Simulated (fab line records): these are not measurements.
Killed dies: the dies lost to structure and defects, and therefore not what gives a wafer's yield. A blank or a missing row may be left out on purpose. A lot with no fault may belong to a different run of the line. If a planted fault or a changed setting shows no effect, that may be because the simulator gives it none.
Chamber matching ; flow nand harc ; NHARC_A_BLC_STRIP_29 on rie diel-04 has 4 sister chambers
The step strips in CF4. 22 wafers are shown with their chamber, then 11 later ones without.

EACH WAFER AND ITS CHAMBER
wafer;chamber;rf vpp V (V);oes product au (a.u.);throttle valve pct (%)
L075.1;3;60.0;0.995;13.282
L075.4;1;60.1;0.993;13.291
L075.5;3;58.0;0.990;13.292
L082.1;2;59.7;0.987;13.298
L082.3;3;58.7;1.021;13.284
L082.5;3;58.2;1.018;13.296
L084.1;0;60.2;1.006;13.284
L084.5;0;58.9;1.015;13.289
L084.6;3;59.6;1.012;13.286
L085.3;2;59.0;0.994;13.289
L085.5;3;59.1;1.003;13.288
L085.6;0;60.8;1.006;13.293
L087.1;3;59.9;1.004;13.276
L087.5;0;60.2;1.005;13.296
L087.6;1;61.0;1.025;13.296
L089.2;1;60.1;1.029;13.291
L089.3;3;60.6;1.006;13.285
L089.5;3;58.5;1.016;13.284
L086.2;0;58.8;1.012;13.285
L086.4;2;58.5;0.999;13.295
L086.6;2;58.7;1.006;13.279
L094.3;3;58.4;1.015;13.269

SIGNATURES (means of the wafers above)
reading;chamber 0;chamber 1;chamber 2;chamber 3;scatter within a chamber
rf vpp V;59.780;60.400;58.975;59.100;0.798
oes product au;1.00880;1.01567;0.99650;1.00800;0.0105
throttle valve pct;13.28940;13.29267;13.29025;13.28420;0.00689
Rule: a wafer lies at a distance from a chamber equal to the root of the sum of squares, over the readings, of (its reading less the chamber's mean, divided by the reading's scatter). The wafer belongs to the nearest chamber; if the next one is less than 2 further off, it can't be placed. The scatter is the square root of a quotient: the sum, over the shown wafers, of each reading's squared deviation from its chamber's mean, divided by wafers minus chambers.

WAFERS WITH NO CHAMBER GIVEN
wafer;rf vpp V (V);oes product au (a.u.);throttle valve pct (%)
L094.4;59.4;1.006;13.302
L094.6;61.0;1.011;13.287
L095.3;59.3;0.997;13.269
L095.5;59.4;0.999;13.265
L095.6;60.7;0.993;13.283
L096.1;59.1;1.024;13.281
L096.2;59.8;1.009;13.273
L096.5;60.0;1.013;13.285
L097.3;59.1;1.009;13.281
L097.4;60.4;1.011;13.279
L097.5;59.4;0.987;13.283

EACH ONE'S CHAMBER
wafer;from the rows above;in truth
L094.4;can't be placed: 0 or 2 or 1 or 3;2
L094.6;can't be placed: 1 or 0 or 3 or 2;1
L095.3;can't be placed: 3 or 2 or 0 or 1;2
L095.5;can't be placed: 3 or 0 or 2 or 1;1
L095.6;can't be placed: 0 or 2 or 3 or 1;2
L096.1;can't be placed: 3 or 0 or 1 or 2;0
L096.2;can't be placed: 3 or 0 or 2 or 1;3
L096.5;can't be placed: 0 or 3 or 1 or 2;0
L097.3;can't be placed: 3 or 0 or 2 or 1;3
L097.4;can't be placed: 0 or 3 or 1 or 2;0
L097.5;can't be placed: 2 or 3 or 0 or 1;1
Correct placement for 0 of the 11. Cannot be placed on the basis of these rows: 11; the candidates contain the true chamber in 11. Placed wrongly: 0.
